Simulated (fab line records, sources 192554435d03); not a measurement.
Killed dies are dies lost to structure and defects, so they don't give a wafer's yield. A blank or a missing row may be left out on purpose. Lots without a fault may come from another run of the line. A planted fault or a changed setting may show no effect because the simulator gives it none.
Chamber matching | flow n5_finfet | N5_FIN_SAQP_ETCH_67 on rie_diel-04: 4 sister chambers
The step etches SiNx in CH3F/O2, target depth 30 nm. 7 wafers are shown with their chamber, then 9 later ones without.

WAFERS WITH THEIR CHAMBER
wafer  | chamber | drypump_motor_current_A (A) | showerhead_plenum_p_Torr (Torr)
L077.6 | 3       | 5.3                         | 1.91
L088.1 | 2       | 6.2                         | 1.91
L088.2 | 0       | 5.5                         | 2.04
L088.4 | 1       | 4.9                         | 1.92
L089.2 | 1       | 4.9                         | 1.92
L089.4 | 0       | 5.5                         | 2.04
L089.5 | 2       | 6.1                         | 1.90

WAFERS WITHOUT THEIR CHAMBER
wafer  | drypump_motor_current_A (A) | showerhead_plenum_p_Torr (Torr)
L092.2 | 5.3                         | 1.90
L092.4 | 6.2                         | 1.90
L092.6 | 4.9                         | 1.92
L093.1 | 5.3                         | 1.90
L093.2 | 4.9                         | 1.91
L093.3 | 6.2                         | 1.90
L097.2 | 5.3                         | 1.89
L097.4 | 4.9                         | 1.91
L097.6 | 4.9                         | 1.91

WHICH CHAMBER EACH WENT THROUGH
wafer  | from the rows above | in truth
L092.2 | 3                   | 3
L092.4 | 2                   | 2
L092.6 | 1                   | 1
L093.1 | 3                   | 3
L093.2 | 1                   | 1
L093.3 | 2                   | 2
L097.2 | 3                   | 3
L097.4 | 1                   | 1
L097.6 | 1                   | 1
Placed correctly: 9 of 9. Can't be placed from these rows: 0. Placed wrongly: 0.
How it was worked out, from the rows above alone: a wafer's distance from a chamber is the root of the sum, over the readings, of the square of ((its reading less the chamber's mean) divided by the reading's scatter). The wafer belongs to the nearest chamber; if the next one is less than 2 further off, it can't be placed. A chamber's mean is the mean of its shown wafers. The scatter: the root of (the sum of the squares of (reading less its chamber's mean) over the shown wafers, divided by (wafers less chambers)).
